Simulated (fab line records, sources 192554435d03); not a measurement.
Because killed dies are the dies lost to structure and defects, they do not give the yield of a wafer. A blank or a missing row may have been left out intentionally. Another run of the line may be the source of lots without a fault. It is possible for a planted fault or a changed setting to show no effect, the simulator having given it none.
A single fault, viewed from 2 desks	flow n5 finfet	every desk sees just its own numbers, and what lay behind them comes last

== FOR THE TOOL OWNER'S DESK: litho track-05 ==
The tool's own readings at N5_BEOL_M4_COAT_68 (time 60 s, resist thk 12 nm): means of the sampled wafers that have a number, for each lot that ran on this tool. Marked OUT: a lot whose mean sits more than 4 standard deviations from the usual mean, which makes it out of limits; the brackets give that distance.
Columns: A = spin speed rpm at N5_BEOL_M4_COAT_68, usual 1500.0 rpm
lot	first seen here	A
L611	day 10 02:38	1499.9
L624	day 13 16:16	1454.7 (-41) OUT
L625	day 13 18:55	1455.4 (-41) OUT
This desk finds L624, L625 out of limits, L624 being first, at day 13 16:16 (spin speed rpm at N5_BEOL_M4_COAT_68). L611 stayed within limits.

== THE METROLOGY DESK ==
What the gauges read, lot by lot, whatever tool the lot ran on: means of the sampled wafers that have a number. Marked OUT: a lot whose mean sits more than 4 standard deviations from the usual mean, which makes it out of limits; the brackets give that distance. Readings shown: 7 of its 10, picked as those furthest out on some lot.
Columns: A = DIBL_N at N5_BEOL_M4_RC_MEAS_101, usual 35.8 mV/V; B = IOFF_N at N5_BEOL_M4_RC_MEAS_101, usual 0.16 nA/um; C = IOFF_P at N5_BEOL_M4_RC_MEAS_101, usual 0.21 nA/um; D = ION_P at N5_BEOL_M4_RC_MEAS_101, usual 463 uA/um; E = SS_P at N5_BEOL_M4_RC_MEAS_101, usual 73.0 mV/dec; F = VT_N at N5_BEOL_M4_RC_MEAS_101, usual 250 mV; G = VT_P at N5_BEOL_M4_RC_MEAS_101, usual -249.8 mV
lot	first seen here	A	B	C	D	E	F	G
L606	day 9 05:47	34.1	0.12	0.16	453	72.6	254	-252.2
L611	day 10 12:05	36.0	0.16	0.19	460	73.1	250	-250.1
L624	day 14 02:22	36.4	0.16	0.20	465	73.0	249	-248.8
L625	day 14 04:48	33.8	0.13	0.18	456	72.1	251	-251.9
Result from this desk: across the 4 lots, nothing is out of limits.

== BROUGHT TOGETHER ==
On L624, L625, at day 13 16:16, an alarm was possible from the tool owner's desk.
The metrology desk saw nothing out of limits.
The metrology desk has L624, L625 on record, within its limits.
All the named lots went through N5_BEOL_M4_COAT_68 on litho track-05.

== WHAT THE SIMULATOR HAD PUT IN ==
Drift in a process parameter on litho track-05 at N5_BEOL_M4_COAT_68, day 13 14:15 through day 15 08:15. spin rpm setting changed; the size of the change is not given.
Lots struck among those shown: L624, L625.
Time in hours from fault onset to the first out-of-limits reading at each desk: the tool owner's desk, 2.
